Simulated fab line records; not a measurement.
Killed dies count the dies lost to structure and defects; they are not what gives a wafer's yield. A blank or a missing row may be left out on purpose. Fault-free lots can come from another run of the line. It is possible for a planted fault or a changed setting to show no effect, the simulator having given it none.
fab line records | flow nandHarc
record: lots: 13 | wafers: 39 | lastDay: 33
route steps=1302 shown P_GATE@189 END@1302
lots that met no fault: from a run of the same line without faults
startH: hours from the record's first day to the start of the lot's first wafer shown | waitH: how many hours have passed since the lot's step before this one | " identical to the entry in the row above | L1.1+2: a single row standing in for several wafers | - no value present, or no start provided | * or withheld: withheld | < > ~ a bound
route shown NAME@n: NAME is a module with steps in the file, n the number in the route of the first one | usual: the fault-free wafers' mean and standard deviation | same: alike in all rows | chamber/n: place in a boat | sites: each site's reading | _std_site: their standard deviation | _edge_site: mean of outer sites minus mean of inner sites | radiusMm: for every site, how far away it sits from the centre of the wafer | mask NAME#n: copy n | behind: the last tool/chamber to shape the wafer | hold: why the lot was held/for how many hours/how that ended | device: which transistor (n, p or np) failed to switch | end of line: at the end of the route, the tests of the same wafers | for a step that has no rows: nothing shown but its recipe | killed: count of dies lost to structure and defects at first sort (not the wafer's yield) | map: shows each die of a wafer: x if killed, . if not, _ if none is there
set.NAME: the run value of the setting; set.NAME@STEP: its run value at that earlier step | model.NAME: the simulator's own value behind a step, which no gauge read
one table for each step of the route and one row for each wafer, over a sample of lots
services: a tool's chamber out of use, with start hour (startH, from the record's first day; less than 0 if before it), hours out, and reason
== steps ==
step: NHARC_P_GATE_STRIP_112
recipe: powerW: 1500 | tempC: 110 | timeS: 200 | chemistry: N2/H2
usual: drypumpMotorCurrentA: 5.66/0.16 | heaterPowerW: 83/6.7
lot.wafer | tool           | chamber | startH | waitH | drypumpMotorCurrentA | heaterPowerW | rfHoursCounterH
L921.1    | plasmaAsher-02 | 0       | 121.50 | 0.2   | 5.47                 | 80           | 7
L921.4    | "              | 1       | "      | "     | 5.94                 | 90           | -
L921.6    | "              | 0       | "      | "     | 5.45                 | 80           | -
L923.2    | plasmaAsher-01 | 0       | 140.86 | 0.2   | 5.64                 | 72           | 28
L923.1    | "              | 1       | "      | "     | 5.57                 | 88           | 28
L923.3    | "              | 1       | "      | "     | 5.58                 | 90           | -
L925.2    | plasmaAsher-02 | 1       | 151.74 | 0.2   | 5.93                 | 88           | 12
L925.5    | "              | 0       | "      | "     | 5.48                 | 80           | -
L925.6    | "              | 1       | "      | "     | 5.94                 | 87           | -
L924.2    | plasmaAsher-01 | 0       | 152.47 | 0.2   | 5.63                 | 72           | 31
L924.1    | "              | 1       | "      | "     | 5.60                 | 91           | 31
L924.5    | "              | 0       | "      | "     | 5.64                 | 73           | -
L926.1    | plasmaAsher-02 | 0       | 166.69 | 0.2   | 5.49                 | 80           | 15
L926.6    | "              | 0       | "      | "     | 5.48                 | 81           | -
L926.5    | "              | 1       | "      | "     | 5.94                 | 88           | -
L930.2    | plasmaAsher-02 | 1       | 201.87 | 0.2   | 5.92                 | 86           | 26
L930.1    | "              | 0       | "      | "     | 5.49                 | 81           | 26
L930.6    | "              | 1       | "      | "     | 5.92                 | 90           | -
L931.3    | plasmaAsher-01 | 1       | 220.42 | 0.2   | 5.58                 | 88           | -
L931.4    | "              | 0       | "      | "     | 5.66                 | 75           | -
L931.5    | "              | 1       | "      | "     | 5.60                 | 91           | -
L938.3    | plasmaAsher-01 | 0       | 284.81 | 0.2   | 5.63                 | 75           | -
L938.5    | "              | 0       | "      | "     | 5.63                 | 74           | -
L938.6    | "              | 1       | "      | "     | 5.56                 | 91           | -
L939.1    | plasmaAsher-02 | 1       | 305.31 | 0.2   | 5.95                 | 85           | 9
L939.2    | "              | 0       | "      | "     | 5.48                 | 75           | 9
L939.5    | "              | 0       | "      | "     | 5.48                 | 77           | -
L940.1    | plasmaAsher-01 | 1       | 309.55 | 0.2   | 5.60                 | 91           | 30
L940.4    | "              | 0       | "      | "     | 5.65                 | 75           | -
L940.6    | "              | 1       | "      | "     | 5.59                 | 90           | -
L941.1    | plasmaAsher-02 | 1       | 313.31 | 0.2   | 5.94                 | 84           | 11
L941.2    | "              | 0       | "      | "     | 5.49                 | 74           | 11
L941.5    | "              | 1       | "      | "     | 5.96                 | 86           | -
L942.1    | plasmaAsher-01 | 0       | 328.29 | 0.3   | 5.66                 | 75           | 33
L942.4    | "              | 0       | "      | "     | 5.64                 | 74           | -
L942.5    | "              | 1       | "      | "     | 5.59                 | 89           | -
L944.1    | plasmaAsher-02 | 0       | 337.24 | 0.2   | 5.48                 | 77           | 16
L944.3    | "              | 1       | "      | "     | 5.90                 | 85           | -
L944.6    | "              | 1       | "      | "     | 5.92                 | 85           | -
step: NHARC_P_GATE_STRIP_76
recipe: powerW: 1500 | tempC: 250 | chemistry: O2
usual: drypumpMotorCurrentA: 5.65/0.17 | heaterPowerW: 310/25
lot.wafer | tool           | chamber | startH | waitH | drypumpMotorCurrentA | heaterPowerW | rfHoursCounterH
L921.1    | plasmaAsher-02 | 0       | 121.76 | 0.2   | 5.47                 | 303          | 8
L921.4    | "              | 1       | "      | "     | 5.93                 | 326          | -
L921.6    | "              | 0       | "      | "     | 5.47                 | 303          | -
L923.2    | plasmaAsher-01 | 0       | 141.13 | 0.2   | 5.64                 | 272          | 28
L923.1    | "              | 1       | "      | "     | 5.58                 | 335          | 28
L923.3    | "              | 1       | "      | "     | 5.54                 | 351          | -
L925.2    | plasmaAsher-02 | 1       | 151.96 | 0.2   | 5.91                 | 322          | 13
L925.5    | "              | 0       | "      | "     | 5.48                 | 296          | -
L925.6    | "              | 1       | "      | "     | 5.90                 | 326          | -
L924.2    | plasmaAsher-01 | 0       | 152.73 | 0.2   | 5.64                 | 272          | 31
L924.1    | "              | 1       | "      | "     | 5.58                 | 351          | 31
L924.5    | "              | 0       | "      | "     | 5.65                 | 269          | -
L926.1    | plasmaAsher-02 | 0       | 166.95 | 0.2   | 5.48                 | 300          | 16
L926.6    | "              | 0       | "      | "     | 5.49                 | 303          | -
L926.5    | "              | 1       | "      | "     | 5.96                 | 337          | -
L930.2    | plasmaAsher-02 | 1       | 202.13 | 0.2   | 5.94                 | 336          | 26
L930.1    | "              | 0       | "      | "     | 5.47                 | 305          | 26
L930.6    | "              | 1       | "      | "     | 5.96                 | 332          | -
L931.3    | plasmaAsher-01 | 1       | 220.62 | 0.2   | 5.59                 | 332          | -
L931.4    | "              | 0       | "      | "     | 5.64                 | 283          | -
L931.5    | "              | 1       | "      | "     | 5.59                 | 339          | -
L938.3    | plasmaAsher-01 | 0       | 285.01 | 0.2   | 5.64                 | 277          | -
L938.5    | "              | 0       | "      | "     | 5.65                 | 278          | -
L938.6    | "              | 1       | "      | "     | 5.56                 | 332          | -
L939.1    | plasmaAsher-02 | 1       | 305.57 | 0.2   | 5.92                 | 321          | 9
L939.2    | "              | 0       | "      | "     | 5.47                 | 279          | 9
L939.5    | "              | 0       | "      | "     | 5.48                 | 283          | -
L940.1    | plasmaAsher-01 | 1       | 309.80 | 0.2   | 5.58                 | 336          | 31
L940.4    | "              | 0       | "      | "     | 5.64                 | 287          | -
L940.6    | "              | 1       | "      | "     | 5.60                 | 327          | -
L941.1    | plasmaAsher-02 | 1       | 313.57 | 0.2   | 5.94                 | 320          | 11
L941.2    | "              | 0       | "      | "     | 5.48                 | 288          | 11
L941.5    | "              | 1       | "      | "     | 5.97                 | 321          | -
L942.1    | plasmaAsher-01 | 0       | 328.55 | 0.2   | 5.65                 | 288          | 34
L942.4    | "              | 0       | "      | "     | 5.63                 | 286          | -
L942.5    | "              | 1       | "      | "     | 5.56                 | 341          | -
L944.1    | plasmaAsher-02 | 0       | 337.50 | 0.2   | 5.45                 | 286          | 16
L944.3    | "              | 1       | "      | "     | 5.93                 | 327          | -
L944.6    | "              | 1       | "      | "     | 5.91                 | 322          | -
step: NHARC_P_GATE_IMPLANT_94
recipe: energyKev: 60 | doseCm2: 2e+15 | tiltDeg: 7
usual: beamEnergyKeV: 60.001/0.019
same: implantIonAmu: 31
lot.wafer | tool         | chamber | startH | waitH | beamEnergyKeV
L921.1    | implanter-02 | 0       | 122.86 | 0.1   | 60.003
L921.4    | "            | 0       | "      | "     | 59.985
L921.6    | "            | 0       | "      | "     | 60.003
L923.1    | implanter-01 | 0       | 142.36 | 0.1   | 59.987
L923.2    | "            | 0       | "      | "     | 59.986
L923.3    | "            | 0       | "      | "     | 60.014
L925.2    | implanter-01 | 0       | 155.54 | 2.5   | 60.009
L925.5    | "            | 0       | "      | "     | 60.044
L925.6    | "            | 0       | "      | "     | 60.035
L924.1    | implanter-01 | 0       | 155.69 | 1.8   | 60.019
L924.2    | "            | 0       | "      | "     | 59.987
L924.5    | "            | 0       | "      | "     | 59.994
L926.1    | implanter-01 | 0       | 168.18 | 0.1   | 60.022
L926.5    | "            | 0       | "      | "     | 60.033
L926.6    | "            | 0       | "      | "     | 60.016
L930.1    | implanter-01 | 0       | 203.40 | 0.1   | 59.125
L930.2    | "            | 0       | "      | "     | 59.149
L930.6    | "            | 0       | "      | "     | 59.127
L931.3    | implanter-01 | 0       | 221.76 | 0.2   | 59.185
L931.4    | "            | 0       | "      | "     | 59.125
L931.5    | "            | 0       | "      | "     | 59.147
L938.3    | implanter-02 | 0       | 286.32 | 0.2   | 60.000
L938.5    | "            | 0       | "      | "     | 59.997
L938.6    | "            | 0       | "      | "     | 60.021
L939.1    | implanter-01 | 0       | 306.84 | 0.1   | 60.040
L939.2    | "            | 0       | "      | "     | 60.011
L939.5    | "            | 0       | "      | "     | 60.009
L940.1    | implanter-02 | 0       | 311.03 | 0.1   | 59.993
L940.4    | "            | 0       | "      | "     | 59.970
L940.6    | "            | 0       | "      | "     | 59.967
L941.1    | implanter-01 | 0       | 314.69 | 0.1   | 59.999
L941.2    | "            | 0       | "      | "     | 59.980
L941.5    | "            | 0       | "      | "     | 60.027
L942.1    | implanter-02 | 0       | 329.78 | 0.1   | 59.993
L942.4    | "            | 0       | "      | "     | 59.995
L942.5    | "            | 0       | "      | "     | 60.012
L944.1    | implanter-02 | 0       | 338.73 | 0.1   | 60.003
L944.3    | "            | 0       | "      | "     | 59.988
L944.6    | "            | 0       | "      | "     | 59.990
step: NHARC_P_GATE_RTA_82
recipe: tempC: 450 | timeS: 30
usual: lampPowerPct: 4.64/0.29 | lamp_zone_2_pct: 4.64/0.29 | wafer_temp_C_max: 452.4/0.53
lot.wafer | tool         | chamber | startH | waitH | lampPowerPct | lamp_zone_2_pct | wafer_temp_C_max
L921.1    | rtpAnneal-01 | 0       | 125.63 | -     | 4.35         | 4.35            | 452.4
L921.4    | "            | 0       | "      | "     | 4.35         | 4.35            | 451.9
L921.6    | "            | 0       | "      | "     | 4.34         | 4.35            | 452.5
L923.1    | rtpAnneal-02 | 0       | 144.95 | -     | 4.94         | 4.93            | 452.6
L923.2    | "            | 0       | "      | "     | 4.93         | 4.93            | 452.6
L923.3    | "            | 0       | "      | "     | 4.94         | 4.93            | 452.7
L925.2    | rtpAnneal-01 | 0       | 158.14 | -     | 4.35         | 4.35            | 451.9
L925.5    | "            | 0       | "      | "     | 4.35         | 4.35            | 452.2
L925.6    | "            | 0       | "      | "     | 4.35         | 4.35            | 452.1
L924.1    | rtpAnneal-02 | 0       | 158.29 | -     | 4.93         | 4.93            | 452.6
L924.2    | "            | 0       | "      | "     | 4.93         | 4.93            | 453.0
L924.5    | "            | 0       | "      | "     | 4.94         | 4.93            | 452.5
L926.1    | rtpAnneal-02 | 0       | 171.00 | -     | 4.93         | 4.94            | 452.4
L926.5    | "            | 0       | "      | "     | 4.93         | 4.93            | 452.3
L926.6    | "            | 0       | "      | "     | 4.93         | 4.94            | 453.7
L930.1    | rtpAnneal-02 | 0       | 205.97 | -     | 4.94         | 4.93            | 453.4
L930.2    | "            | 0       | "      | "     | 4.93         | 4.95            | 452.2
L930.6    | "            | 0       | "      | "     | 4.93         | 4.93            | 453.0
L931.3    | rtpAnneal-01 | 0       | 224.35 | -     | 4.34         | 4.35            | 452.4
L931.4    | "            | 0       | "      | "     | 4.34         | 4.35            | 452.1
L931.5    | "            | 0       | "      | "     | 4.35         | 4.35            | 452.4
L938.3    | rtpAnneal-01 | 0       | 288.96 | -     | 4.35         | 4.35            | 451.9
L938.5    | "            | 0       | "      | "     | 4.36         | 4.35            | 452.8
L938.6    | "            | 0       | "      | "     | 4.36         | 4.36            | 451.9
L939.1    | rtpAnneal-01 | 0       | 309.40 | -     | 4.36         | 4.35            | 452.4
L939.2    | "            | 0       | "      | "     | 4.36         | 4.35            | 452.9
L939.5    | "            | 0       | "      | "     | 4.36         | 4.35            | 452.8
L940.1    | rtpAnneal-02 | 0       | 313.66 | -     | 4.93         | 4.93            | 452.0
L940.4    | "            | 0       | "      | "     | 4.93         | 4.93            | 452.1
L940.6    | "            | 0       | "      | "     | 4.93         | 4.93            | 451.8
L941.1    | rtpAnneal-01 | 0       | 317.25 | -     | 4.35         | 4.36            | 452.2
L941.2    | "            | 0       | "      | "     | 4.36         | 4.35            | 451.9
L941.5    | "            | 0       | "      | "     | 4.34         | 4.35            | 451.9
L942.1    | rtpAnneal-01 | 0       | 332.35 | -     | 4.35         | 4.35            | 452.7
L942.4    | "            | 0       | "      | "     | 4.35         | 4.35            | 451.9
L942.5    | "            | 0       | "      | "     | 4.36         | 4.36            | 451.5
L944.1    | rtpAnneal-01 | 0       | 341.27 | -     | 4.34         | 4.36            | 452.2
L944.3    | "            | 0       | "      | "     | 4.36         | 4.34            | 452.0
L944.6    | "            | 0       | "      | "     | 4.36         | 4.35            | 451.9
step: NHARC_END_SORT_01
recipe: tempC: 25
usual: killedAtArray: 47/18 | killedAtOther: 0.9/1.1 | killedAtPeriphery: 4/3.1 | killedDies: 52/18 | killedOpen: 3.1/1.5 | killedShort: 2.4/1.5
same: grossDies: 677
lot.wafer | tool      | chamber | startH | waitH | killedAtArray | killedAtOther | killedAtPeriphery | killedDies | killedOpen | killedShort
L930.1    | prober-02 | 0       | 653.18 | 2.5   | 32            | 1             | 2                 | 35         | 2          | 2
L930.2    | prober-02 | 0       | 653.98 | 2.8   | 28            | 3             | 4                 | 35         | 4          | 1
L930.6    | prober-02 | 0       | 657.16 | 4.0   | 30            | 1             | 3                 | 34         | 2          | 1
killed by level:class
L930.1 A_CHANNEL_HOLE_D2:chamberFilmFlake=15 A_CHANNEL_HOLE_D1:chamberFilmFlake=3 A_CONTACT:chamberFilmFlake=3 A_BLC:chamberFilmFlake=3 P_ZERO_WELL:chamberFilmFlake=2 A_STAIRCASE:chamberFilmFlake=2 A_CHANNEL_FILL_D1:geometricParticle:short=1 A_CHANNEL_FILL_D2:geometricParticle:short=1
L930.2 A_CHANNEL_HOLE_D2:chamberFilmFlake=13 A_BLC:chamberFilmFlake=6 THIN_TSV:chamberFilmFlake=3 P_CONTACT:chamberFilmFlake=2 A_CHANNEL_HOLE_D1:chamberFilmFlake=2 P_CONTACT:geometricParticle:open=1 A_ONON_D2:geometricParticle:short=1 A_ONON_D2:geometricParticle:open=1
L930.6 A_CHANNEL_HOLE_D2:chamberFilmFlake=14 A_CONTACT:chamberFilmFlake=6 A_CHANNEL_HOLE_D1:chamberFilmFlake=4 A_SLIT:chamberFilmFlake=2 A_BLC:chamberFilmFlake=2 P_M1:geometricParticle:open=1 A_CHANNEL_FILL_D2:geometricParticle:short=1 STARTING-WAFER:geometricParticle:open=1
== services ==
tool           | chamber | startH | hours | kind
implanter-02   | -       | 147.61 | 13.0  | pm
plasmaAsher-01 | -       | 162.72 | 1.8   | repair
implanter-01   | -       | 163.81 | 1.4   | repair
plasmaAsher-01 | -       | 165.77 | 9.0   | pm
plasmaAsher-01 | 0       | 165.77 | 9.0   | ventCycle
plasmaAsher-01 | 1       | 165.77 | 9.0   | ventCycle
plasmaAsher-01 | 0       | 174.77 | -     | clean
plasmaAsher-01 | 1       | 174.77 | -     | clean
implanter-02   | -       | 183.50 | 2.4   | repair
plasmaAsher-02 | -       | 210.15 | 3.4   | repair
implanter-02   | -       | 232.91 | 3.5   | repair
plasmaAsher-02 | -       | 249.00 | 9.0   | pm
plasmaAsher-02 | 0       | 249.00 | 9.0   | ventCycle
plasmaAsher-02 | 1       | 249.00 | 9.0   | ventCycle
plasmaAsher-01 | -       | 257.80 | 1.0   | repair
plasmaAsher-02 | 0       | 258.00 | -     | clean
plasmaAsher-02 | 1       | 258.00 | -     | clean
implanter-01   | -       | 279.53 | 1.7   | repair
implanter-01   | -       | 317.53 | 4.0   | repair
implanter-01   | -       | 327.00 | 13.0  | pm
== key ==
firstSign: step: NHARC_P_GATE_IMPLANT_94 | reading: beamEnergyKeV | direction: down | sigmas: 44 | usual: 60.001 | struck: 59.143
effect none on later readings
metAt NHARC_P_GATE_IMPLANT_94
struckLots L930,L931
testerLeftOut L930,L931
notActingAt NHARC_P_GATE_STRIP_112,NHARC_P_GATE_STRIP_76,NHARC_P_GATE_RTA_82
onsetBetween 168.18 203.40
fault: kind: processParameterDrift | tool: implanter-01 | chamber: - | onsetH: 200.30 | steps: NHARC_P_GATE_IMPLANT_94 | channel: energyKev | offset: -0.85933 | shape: step | endH: 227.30 | actsIn: theseRecipesOnly | stated: 60
testerLeftOut: of these lots the tester's yield and bins aren't shown, on N5 and GAA mostly nor the transistor test; their killed dies are dies lost to structure and defects alone, not to doping, threshold or leakage, so they don't give the yield
